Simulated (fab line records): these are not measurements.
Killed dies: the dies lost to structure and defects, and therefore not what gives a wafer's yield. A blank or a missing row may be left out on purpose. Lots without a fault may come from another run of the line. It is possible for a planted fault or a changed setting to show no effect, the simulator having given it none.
Chamber matching	flow nand harc	NHARC_P_BONDPAD_CMP_19 on cmp-01: 4 sister chambers
The step polishes, t overpolish 30 s, cu recess touch 16 s, target thk 160.81 nm. 8 wafers are shown with their chamber, then 6 later ones without.

WAFERS PAIRED WITH THEIR CHAMBERS
wafer	chamber	motor current A (A)	overpolish run s (s)
L927.2	0	12.2	29.998
L929.1	0	12.1	29.994
L931.6	2	12.5	30.003
L937.4	2	12.5	30.005
L937.5	1	11.4	30.005
L940.3	3	11.2	30.002
L940.4	1	11.9	30.003
L940.5	3	11.0	30.023

WAFERS WHOSE CHAMBER IS MISSING
wafer	motor current A (A)	overpolish run s (s)
L943.1	12.4	30.006
L943.3	13.9	30.002
L943.5	11.6	30.005
L944.3	13.1	29.995
L944.4	11.9	30.007
L944.5	12.9	30.002

THE CHAMBER EACH PASSED THROUGH
wafer	from the rows above	in truth
L943.1	can't be placed: 2 or 0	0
L943.3	can't be placed: 2 or 0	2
L943.5	1	1
L944.3	can't be placed: 2 or 0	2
L944.4	can't be placed: 1 or 0 or 2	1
L944.5	can't be placed: 2 or 0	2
Correct placement for 1 of the 6. These rows do not allow placing 5 (true chamber among the candidates in 5). 0 placed wrongly.
How it was worked out, from the rows above alone: a wafer's distance from a chamber is the root of the sum, over the readings, of the square of ((its reading less the chamber's mean) divided by the reading's scatter). The wafer belongs to the nearest chamber; if the next one is less than 2 further off, it can't be placed. The mean given for a chamber averages the wafers shown for that chamber. How the scatter is found: for the shown wafers, subtract from each reading the mean of its chamber, square and add these, divide the total by (wafers less chambers), then take the root.
